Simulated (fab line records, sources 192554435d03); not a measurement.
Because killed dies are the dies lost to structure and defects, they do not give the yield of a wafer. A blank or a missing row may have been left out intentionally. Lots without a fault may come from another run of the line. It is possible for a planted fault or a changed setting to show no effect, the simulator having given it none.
8D (eight disciplines) problem report, filled in by code | flow n5-finfet | the parts of the form that need people (team, actions taken, sign-off) are left out

## 1. WHAT WENT WRONG
At N5_PASSIVATION_PROBE_49, killed_at_M4_up averages 122 over 9 wafers from 3 lots, while fault-free wafers read 13, standard deviation 5.2. Measured from the usual mean, that is +21 standard deviations.
Seen first at day 16 18:17 on prober-01, wafer L400.1. The record holds 24 wafers of 8 lots with a number at this step. By rule, "out" or "out of limits" means more than 4 standard deviations away from the usual mean. The other wafers with a number count as sound.

## 2. WHAT THIS IS AND IS NOT
question                    | is                     | is not
which readings at this step | killed_at_M4_up        | killed_at_M0_to_M3, killed-at-contacts, killed-at-front-end, killed-at-other
which lots                  | L400, L402, L404       | L383, L384, L386, L391, L394
which wafers of those lots  | all that have a number | -
read on which tools         | prober-01, prober-02   | -
when                        | from day 16 18:17      | up to then (15 sound wafers)

## 3. SUSPECTS, AND WHAT RULES EACH OUT
Counting: any tool at a process step up to the reading is kept as a suspect provided that every lot that is out went through it and no sound lot did after the first of them.
- ald-metal-04 at N5_BEOL_M5_ALD_86 (deposits TaN, pulse time 2 s, purge time 3 s, co reactant purge time 2 s): kept. Every lot that is out went through it, starting with L400 (day 12 14:39), and after that it ran no sound lot; the last sound lot it ran before then is L394 (day 11 02:11).
Remaining after the count: ald-metal-04 at N5_BEOL_M5_ALD_86.

## 4. THE CAUSE (what the simulator had put in)
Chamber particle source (ald-metal-04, N5_BEOL_M5_ALD_86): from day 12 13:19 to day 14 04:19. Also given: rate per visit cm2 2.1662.
Only this tool survived the counting.

## 5. SEQUENCE OF EFFECTS, ordered by route
Each row: a reading whose mean over the struck wafers that have a number lies more than 3 standard deviations from the usual. Only readings whose record carries a usual standard deviation are examined. hours: median over the lots of the time between each lot's start at the first step of this table that gives one and its start at this step. sigmas: the change, counted in usual standard deviations.
hours | step                    | reading              | usual  | on struck wafers | change | sigmas
0     | N5_PASSIVATION_PROBE_49 | defect-limited-yield | 91.3 % | 83.3             | -8.0   | -5.7
0     | N5_PASSIVATION_PROBE_49 | killed_at_M4_up      | 13     | 122              | +109   | +21
0     | N5_PASSIVATION_PROBE_49 | killed-dies          | 103    | 197              | +94    | +5.5
0     | N5_PASSIVATION_PROBE_49 | sort_bin_5_function  | 5.2 %  | 10.2             | +5.0   | +5.5
0     | N5_PASSIVATION_PROBE_49 | sort-n-pass          | 1077   | 982              | -95    | -5.6
0     | N5_PASSIVATION_PROBE_49 | sort-yield-pct       | 91.3 % | 83.3             | -8.0   | -5.7
It contains these process steps:
- N5_PASSIVATION_PROBE_49

## 6. HOW IT WOULD HAVE BEEN CAUGHT EARLIER
The fault began at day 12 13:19; the first out-of-limits reading in this record came at day 16 18:17, 101 hours later.
Tool readings at N5_BEOL_M5_ALD_86 with a usual standard deviation given in the record: none out on any struck wafer, hence no alarm at a limit of 4 standard deviations on them.
By day 16 18:17, every lot that is out (3) had started N5_BEOL_M5_ALD_86 on ald-metal-04. None of them would have been spared by holding the tool at that moment.
